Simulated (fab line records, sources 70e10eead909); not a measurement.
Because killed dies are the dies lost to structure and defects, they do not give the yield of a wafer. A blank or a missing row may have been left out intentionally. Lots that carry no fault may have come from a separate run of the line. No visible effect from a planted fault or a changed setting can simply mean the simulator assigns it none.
Which tool did it? -- flow nand_harc -- 12 lots, 36 wafers sampled, at 5 steps of a route of 1302

## WHAT EACH GAUGE READ, for each wafer
NHARC_A_CHANNEL_HOLE_D2_INSPECT_40. Usual: raw_defect_count reads 273 (standard deviation 71).
lot,measured,on,raw_defect_count,flag
L375,day 13 16:11,defect_inspect-01,284 214 244,
L377,day 14 13:01,defect_inspect-01,325 269 276,
L376,day 15 00:07,defect_inspect-01,307 181 238,
L379,day 15 15:31,defect_inspect-01,284 235 304,
L380,day 15 15:39,defect_inspect-02,443 181 368,
L381,day 16 20:07,defect_inspect-02,225 230 252,
L383,day 17 06:59,defect_inspect-02,238 274 306,
L384,day 17 23:01,defect_inspect-02,212 281 244,
L387,day 19 04:47,defect_inspect-02,389 314 364,
L389,day 20 02:54,defect_inspect-01,246 217 241,
L395,day 22 00:01,defect_inspect-02,206 171 292,
L396,day 22 13:44,defect_inspect-02,167 178 167,

NHARC_END_SORT_01. Usual: killed_at_array 52, standard deviation 16; killed_at_other 0.8, standard deviation 1.1; killed_at_periphery 4.2, standard deviation 2.5; killed_dies 57, standard deviation 16; killed_open 3.4, standard deviation 2; killed_short 2.6, standard deviation 1.6.
lot,measured,on,killed_at_array,killed_at_other,killed_at_periphery,killed_dies,killed_open,killed_short,flag
L379,day 26 03:25,prober-01,79 63 90,0 0 0,2 2 3,81 65 93,0 4 7,3 1 2,
L380,day 26 12:02,prober-01,20 22 19,1 0 0,2 3 3,23 25 22,4 9 2,0 0 5,
L381,day 27 10:14,prober-01,72 60 76,2 2 1,1 2 6,75 64 83,2 1 3,2 1 3,
L383,day 28 12:40,prober-01,33 27 32,1 0 1,4 7 2,38 34 35,3 4 3,1 2 3,
L384,day 28 20:37,prober-02,43 49 51,0 1 2,8 7 4,51 57 57,1 5 3,1 1 2,
L387,day 29 19:32,prober-01,48 43 48,1 0 0,3 6 3,52 49 51,5 3 1,5 1 1,
L395,day 32 17:29,prober-01,128 47 51,1 1 0,5 2 7,134 50 58,2 1 4,4 1 3,

## TOOL THAT RAN EACH LOT (tool first, then ch and the chambers of the sampled wafers, then the start)
lot,NHARC_A_CHANNEL_HOLE_D2_ETCH_25,NHARC_A_CHANNEL_FILL_D2_ALD_14,NHARC_A_CHANNEL_FILL_D2_ETCHBACK_20
L375,"har_etch-02 ch 0,1, day 13 13:23","ald_hk-03 ch 0,2,3, day 13 23:24","rie_diel-10 ch 0,1,3, day 14 17:02"
L377,"har_etch-02 ch 0,1, day 14 10:21","ald_hk-02 ch 1,2,3, day 14 20:18","rie_diel-10 ch 0,2,3, day 15 12:50"
L376,"har_etch-01 ch 0,1, day 14 21:18","ald_hk-01 ch 0,1,2, day 15 07:17","rie_diel-01 ch 1,2,3, day 16 01:10"
L379,"har_etch-02 ch 0,1, day 15 12:50","ald_hk-02 ch 0,1,2, day 15 22:48","rie_diel-10 ch 0,1,2, day 16 16:20"
L380,"har_etch-01 ch 0,1, day 15 12:51","ald_hk-01 ch 0,2, day 15 22:49","rie_diel-01 ch 0,1,3, day 16 16:20"
L381,"har_etch-01 ch 0,1, day 16 20:07 or earlier","ald_hk-03 ch 0,1,2, day 17 03:18","rie_diel-10 ch 0,1, day 17 17:28"
L383,"har_etch-01 ch 0,1, day 17 04:11","ald_hk-01 ch 0,1,3, day 17 14:11","rie_diel-01 ch 0,2,3, day 18 07:16"
L384,"har_etch-02 ch 0, day 17 20:21","ald_hk-03 ch 0,1,2, day 18 06:17","rie_diel-10 ch 0,2,3, day 18 22:49"
L387,"har_etch-01 ch 0,1, day 19 01:58","ald_hk-03 ch 1,2,3, day 19 14:20","rie_diel-10 ch 1,2,3, day 20 07:23"
L389,"har_etch-01 ch 0,1, day 20 00:14","ald_hk-03 ch 0,1,3, day 20 07:41","rie_diel-01 ch 0,1,2, day 21 00:46"
L395,"har_etch-01 ch 0,1, day 21 21:04","ald_hk-02 ch 0,1,2, day 22 07:20","rie_diel-01 ch 0,1,3, day 23 01:10"
L396,"har_etch-02 ch 0,1, day 22 10:56","ald_hk-03 ch 0,1,2, day 22 20:34","rie_diel-10 ch 1,2,3, day 23 13:52"
- NHARC_A_CHANNEL_HOLE_D2_ETCH_25: etches the open film in C4F8/O2/Ar, time 1040.2 s, target depth 1500 nm.
- NHARC_A_CHANNEL_FILL_D2_ALD_14: deposits SiO2, target thk 2.5 nm, pulse time 10 s, ald cycles 25.
- NHARC_A_CHANNEL_FILL_D2_ETCHBACK_20: etches the open film in C4F8/O2/Ar, target depth 27 nm, time 13.5 s.

## WHAT THE TOOLS THEMSELVES READ (means of the sampled wafers that have a number; where no wafer has one, the mark that the record gives instead)
NHARC_A_CHANNEL_HOLE_D2_ETCH_25. Usual: chamber_pressure_mTorr 20.002 mTorr, standard deviation 0.019; drypump_motor_current_A 6.0 A, standard deviation 0.43; showerhead_plenum_p_Torr 3.62 Torr, standard deviation 0.15; throttle_valve_pct 32.236 %, standard deviation 0.0092.
lot,tool,chamber_pressure_mTorr (mTorr),drypump_motor_current_A (A),showerhead_plenum_p_Torr (Torr),throttle_valve_pct (%),flag
L375,har_etch-02,19.991,6.4,3.52,32.236,
L377,har_etch-02,20.000,6.6,3.50,32.236,
L376,har_etch-01,20.021,5.7,3.58,32.248,
L379,har_etch-02,20.007,6.6,3.49,32.235,
L380,har_etch-01,20.000,5.8,3.63,32.240,
L381,har_etch-01,20.010,5.7,3.57,32.243,
L383,har_etch-01,20.001,5.8,3.62,32.234,
L384,har_etch-02,20.013,6.7,3.92,32.236,
L387,har_etch-01,20.010,5.9,3.61,32.228,
L389,har_etch-01,19.996,5.7,3.54,32.232,
L395,har_etch-01,19.989,5.7,3.53,32.242,
L396,har_etch-02,20.012,6.5,3.89,32.246,

NHARC_A_CHANNEL_FILL_D2_ALD_14. Usual: heater_power_w 461 W, standard deviation 46; precursor_pulse_height_rel 1.000, standard deviation 0.02.
lot,tool,heater_power_w (W),precursor_pulse_height_rel,flag
L375,ald_hk-03,467,0.995,
L377,ald_hk-02,437,0.996,
L376,ald_hk-01,471,0.994,
L379,ald_hk-02,462,0.980,
L380,ald_hk-01,460,1.011,
L381,ald_hk-03,422,1.005,
L383,ald_hk-01,487,1.013,
L384,ald_hk-03,423,1.008,
L387,ald_hk-03,468,1.023,
L389,ald_hk-03,461,0.993,
L395,ald_hk-02,458,1.016,
L396,ald_hk-03,424,1.015,

NHARC_A_CHANNEL_FILL_D2_ETCHBACK_20. Usual: bias_w 1500 W, standard deviation 4.8; chamber_pressure_mTorr 24.999 mTorr, standard deviation 0.021; oes_product_au 0.98 a.u., standard deviation 0.032; rf_vpp_V 977 V, standard deviation 4.8.
lot,tool,bias_w (W),chamber_pressure_mTorr (mTorr),oes_product_au (a.u.),rf_vpp_V (V),flag
L375,rie_diel-10,1500,25.012,1.00,973,
L377,rie_diel-10,1501,25.022,1.00,974,
L376,rie_diel-01,1501,25.004,0.94,980,
L379,rie_diel-10,1502,24.983,0.93,976,
L380,rie_diel-01,1499,25.001,0.99,979,
L381,rie_diel-10,1505,25.002,1.00,976,
L383,rie_diel-01,1499,24.986,0.92,980,
L384,rie_diel-10,1501,24.982,1.00,974,
L387,rie_diel-10,1503,24.996,1.01,974,
L389,rie_diel-01,1504,24.996,0.99,976,
L395,rie_diel-01,1497,25.004,0.93,979,
L396,rie_diel-10,1501,24.992,1.01,975,

## THE ANSWER, worked out from the rows above alone
Rule: a lot counts as off when the mean over its wafers that have a number is more than 3 standard deviations away from the usual mean. A lot without any number at a reading at which 4 lots or more have one is off too. Any other lot the step has rows for is counted as sound. Order of review: gauges by route order, followed by the tools' own readings, for which a lot's mean as printed above is used. The first step at which some lot is off is used, and at that step the reading that is off furthest; a lot without a number counts as furthest.
No lot is off at any reading shown: from this, nothing can be told.

## WHAT THE SIMULATOR PUT IN
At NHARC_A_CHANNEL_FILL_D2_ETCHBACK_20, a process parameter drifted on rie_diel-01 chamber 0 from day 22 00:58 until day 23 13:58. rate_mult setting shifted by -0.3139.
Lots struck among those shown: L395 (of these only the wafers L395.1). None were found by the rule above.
